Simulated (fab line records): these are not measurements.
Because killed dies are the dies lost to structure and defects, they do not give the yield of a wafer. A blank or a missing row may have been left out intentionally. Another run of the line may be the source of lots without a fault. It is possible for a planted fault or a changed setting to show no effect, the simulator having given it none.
What tool caused it?    flow nand harc    72 wafers from 24 lots sampled at 2 of the route's 1302 steps

== WHAT THE GAUGES READ, wafer by wafer ==
NHARC_A_ONON_D1_THK_MEAS_21: measures by ellipsometry.
lot   measured      on             thk nm (nm)
L074  day 8 11:39   film metro-01  985 984 984
L075  day 8 11:40   film metro-02  1002 1001 1001
L076  day 8 23:10   film metro-01  986 985 986
L077  day 9 13:07   film metro-01  989 991 992
L078  day 9 22:43   film metro-02  995 994 995
L079  day 10 16:49  film metro-02  975 975 976
L080  day 10 23:02  film metro-02  1020 1019 1020
L081  day 11 06:37  film metro-02  999 996 997
L082  day 11 20:00  film metro-01  1020 1020 1018
L083  day 11 20:00  film metro-02  1010 1008 1012
L084  day 12 10:20  film metro-02  988 988 987
L085  day 12 21:16  film metro-02  1007 1007 1006
L087  day 13 07:03  film metro-01  996 997 997
L086  day 13 07:04  film metro-02  997 998 997
L089  day 14 08:45  film metro-02  991 991 992
L088  day 14 08:45  film metro-01  994 993 994
L090  day 15 05:29  film metro-01  995 997 996
L091  day 15 10:02  film metro-02  1011 1010 1012
L092  day 15 17:59  film metro-01  978 981 980
L093  day 16 03:52  film metro-01  989 988 989
L095  day 16 20:11  film metro-01  999 997 999
L094  day 16 20:13  film metro-01  1015 1011 1014
L096  day 17 09:40  film metro-02  996 997 996
L097  day 17 13:35  film metro-01  1001 1001 1002

NHARC_A_ONON_D1_THK_MEAS_30: measures by ellipsometry.
lot   measured      on             thk nm (nm)
L074  day 8 13:22   film metro-01  1014 1013 1014
L075  day 8 13:22   film metro-02  996 996 997
L076  day 9 00:53   film metro-02  1012 1013 1014
L077  day 9 14:49   film metro-01  1016 1014 1016
L078  day 10 00:26  film metro-01  999 998 999
L079  day 10 18:29  film metro-02  1008 1006 1008
L080  day 11 00:44  film metro-02  1003 1003 1001
L081  day 11 08:18  film metro-01  1005 1008 1007
L082  day 11 21:42  film metro-02  1014 1013 1015
L083  day 11 21:42  film metro-01  1006 1005 1008
L084  day 12 12:02  film metro-02  993 993 994
L085  day 12 22:58  film metro-02  1004 1003 1005
L087  day 13 08:44  film metro-01  1007 1005 1007
L086  day 13 08:46  film metro-02  1009 1009 1008
L089  day 14 10:26  film metro-01  1000 999 1000
L088  day 14 10:26  film metro-02  997 997 996
L090  day 15 07:11  film metro-01  1007 1007 1010
L091  day 15 11:44  film metro-01  1001 999 999
L092  day 15 19:41  film metro-02  998 997 998
L093  day 16 05:35  film metro-01  1003 1003 1004
L095  day 16 21:53  film metro-01  995 995 996
L094  day 16 21:56  film metro-01  992 992 992
L096  day 17 11:22  film metro-01  1009 1007 1007
L097  day 17 15:19  film metro-01  980 981 980

== TOOL THAT RAN EACH LOT (tool first, then ch and the chambers of the sampled wafers, then the start) ==
The record shows no process step preceding these readings.

== AS READ BY THE TOOLS THEMSELVES (means over the sampled wafers that have a number; for cases with no such wafer, the mark the record gives instead) ==
The record holds no such reading with a usual standard deviation.

== THE ANSWER, worked out from the rows above alone ==
Rule: the lots themselves supply what counts as usual. The widest of any qualifying gaps counts: lots, ordered by their means at a reading, are off when they make up no more than a third of the lots, leave a main group of 4 or more, and stand apart from it by 3 or more times the standard deviation of that group's means. A main group whose means are all the same, to the digits that the tables above print for the reading, isn't used. Also off: a lot with no number at a reading for which 4 or more lots have one. All remaining lots with rows at the step are treated as sound. After the gauges, taken in route order, come the tools' own readings; for these a lot's mean is taken, as printed above. At the first step where some lot is off, the reading lying furthest off is the one used; lots without a number count as furthest.
Nothing can be told from this: no lot is off at any reading shown.

== WHAT THE SIMULATOR PUT IN ==
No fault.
